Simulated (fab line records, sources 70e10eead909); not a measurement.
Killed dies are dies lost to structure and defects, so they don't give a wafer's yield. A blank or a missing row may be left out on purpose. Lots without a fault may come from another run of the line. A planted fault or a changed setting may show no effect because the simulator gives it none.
A struck lot beside a sound one | flow nand_harc | 40 steps out of a route of 1302
Sound: wafers L194.2, L194.3, L194.5. Struck: wafer L198.2. (L198.3, L198.4 of the same lot were not struck and are left out.) The cause comes at the end.
At each step with rows: each side's tool, then ch and its chambers, then its first start. Under that, the readings that differ: sound wafers | struck wafers | difference of the means | sigmas: that difference in standard deviations of wafers without a fault.
alike: readings whose means differ by less than 2 such deviations, and words and numbers that are the same on both sides. not compared: withheld readings, readings that some wafer has no value for, bounds like >300 that may hide the same value, and numbers for which the record gives no deviation and whose values overlap.
The two part at a step that has a row with sigmas, a row that says differs or no value, or rows on one side only. Numbers that don't overlap but have no deviation are shown without sigmas and don't part them. A reading that every wafer of one side lacks parts them only if that side has two wafers or more.

first, 10 steps without rows for these wafers: NHARC_A_STAIRCASE_HMDS_282 (time 30 s); NHARC_A_STAIRCASE_COAT_283; NHARC_A_STAIRCASE_SOFTBAKE_284 (time 170 s); NHARC_A_STAIRCASE_EBR_285; NHARC_A_STAIRCASE_EXPOSE_286 (exposes mask CHOP 100); NHARC_A_STAIRCASE_PEB_287 (peb time 130 s); NHARC_A_STAIRCASE_DEVELOP_288 (time 140 s); NHARC_A_STAIRCASE_HARDBAKE_290 (time 140 s); NHARC_A_STAIRCASE_DESCUM_291 (chemistry O2, time 3 s); NHARC_A_STAIRCASE_ETCH_292 (etches the open film in CF4/CHF3).
NHARC_A_STAIRCASE_HM_OPEN_460: chemistry O2/COS.
  sound on rie_diel-13 ch 1,2; struck on rie_diel-13 ch 2
  alike: drypump_motor_current_A, oes_product_au, rf_vpp_V, showerhead_plenum_p_Torr, throttle_valve_pct
  not compared: rf_hours_counter_h
NHARC_A_STAIRCASE_STRIP_461: strips in O2/COS.
  sound on rie_diel-13 ch 1,2, day 19 16:11; struck on rie_diel-13 ch 0,2,3, day 21 10:27
NHARC_A_STAIRCASE_ETCH_452: etches the open film in CF4/O2, target depth 30 nm, overetch 3 nm, time 16.5 s.
  sound on rie_diel-13 ch 1,2; struck on rie_diel-13 ch 1
  alike: drypump_motor_current_A, oes_product_au, rf_vpp_V, showerhead_plenum_p_Torr, throttle_valve_pct
  not compared: rf_hours_counter_h
then, 5 steps without rows for these wafers: NHARC_A_STAIRCASE_ETCH_294 (etches the open film in C4F8/O2/Ar, target depth 4989 nm, time 1211.6 s); NHARC_A_STAIRCASE_STRIP_295 (strips in O2); NHARC_A_STAIRCASE_STRIP_296 (strips in SPM, time 900 s); NHARC_A_STAIRCASE_PRECLEAN_297 (cleans in SC1); NHARC_A_STAIRCASE_SRD_298.
NHARC_A_STAIRCASE_HM_DEP_462: deposits aC, target thk 800 nm.
  sound on acl_dep-02 ch 0, day 19 18:27; struck on acl_dep-02 ch 0, day 21 12:32
  reading                | sound                | struck | difference | sigmas
  throttle_valve_pct (%) | 34.993 35.004 34.990 | 35.017 | +0.021     | +2
NHARC_A_STAIRCASE_DEP_301: deposits SiON, target thk 30 nm.
  sound on pecvd-01 ch 0,1,2, day 19 20:01; struck on pecvd-04 ch 0, day 21 14:05
  alike: heater_power_w
then, 13 steps without rows for these wafers: NHARC_A_STAIRCASE_DEHYDRATE_302 (time 120 s); NHARC_A_STAIRCASE_HMDS_303 (time 30 s); NHARC_A_STAIRCASE_COAT_304; NHARC_A_STAIRCASE_SOFTBAKE_305 (time 170 s); NHARC_A_STAIRCASE_EBR_306; NHARC_A_STAIRCASE_EXPOSE_307 (exposes mask CHOP 50); NHARC_A_STAIRCASE_PEB_308 (peb time 130 s); NHARC_A_STAIRCASE_DEVELOP_309 (time 140 s); NHARC_A_STAIRCASE_HARDBAKE_311 (time 140 s); NHARC_A_STAIRCASE_DESCUM_312 (chemistry O2, time 3 s); NHARC_A_STAIRCASE_ETCH_313 (etches the open film in CF4/CHF3); NHARC_A_STAIRCASE_HM_OPEN_463 (chemistry O2/COS); NHARC_A_STAIRCASE_STRIP_464 (strips in O2/COS).
NHARC_A_STAIRCASE_ETCH_453: etches the open film in CF4/O2, target depth 30 nm, overetch 3 nm, time 16.5 s.
  sound on rie_diel-02 ch 0,1,2; struck on rie_diel-01 ch 0
  alike: drypump_motor_current_A, oes_product_au, rf_vpp_V, showerhead_plenum_p_Torr, throttle_valve_pct
  not compared: rf_hours_counter_h
then, 5 steps without rows for these wafers: NHARC_A_STAIRCASE_ETCH_315 (etches the open film in C4F8/O2/Ar, target depth 2500 nm, time 607.1 s); NHARC_A_STAIRCASE_STRIP_316 (strips in O2); NHARC_A_STAIRCASE_STRIP_317 (strips in SPM, time 900 s); NHARC_A_STAIRCASE_PRECLEAN_318 (cleans in SC1); NHARC_A_STAIRCASE_SRD_329.
-- the record jumps here: 8 days lie between the struck wafers' starts before and after (it left off in module A_STAIRCASE and takes up again in module END, whose first step shown is number 1302 of the route) --
NHARC_END_SORT_01:
  sound on prober-01 ch 0, day 26 22:10; struck on prober-02 ch 0, day 29 05:11
  reading         | sound    | struck | difference | sigmas
  killed_at_array | 74 47 61 | 161    | +100       | +5
  killed_dies     | 79 50 65 | 165    | +100       | +6
  alike: killed_at_other, killed_at_periphery, killed_open, killed_short

WHERE THEY PART
First at NHARC_A_STAIRCASE_HM_DEP_462; last, within this record, at NHARC_END_SORT_01.

WHY: what the simulator had put in
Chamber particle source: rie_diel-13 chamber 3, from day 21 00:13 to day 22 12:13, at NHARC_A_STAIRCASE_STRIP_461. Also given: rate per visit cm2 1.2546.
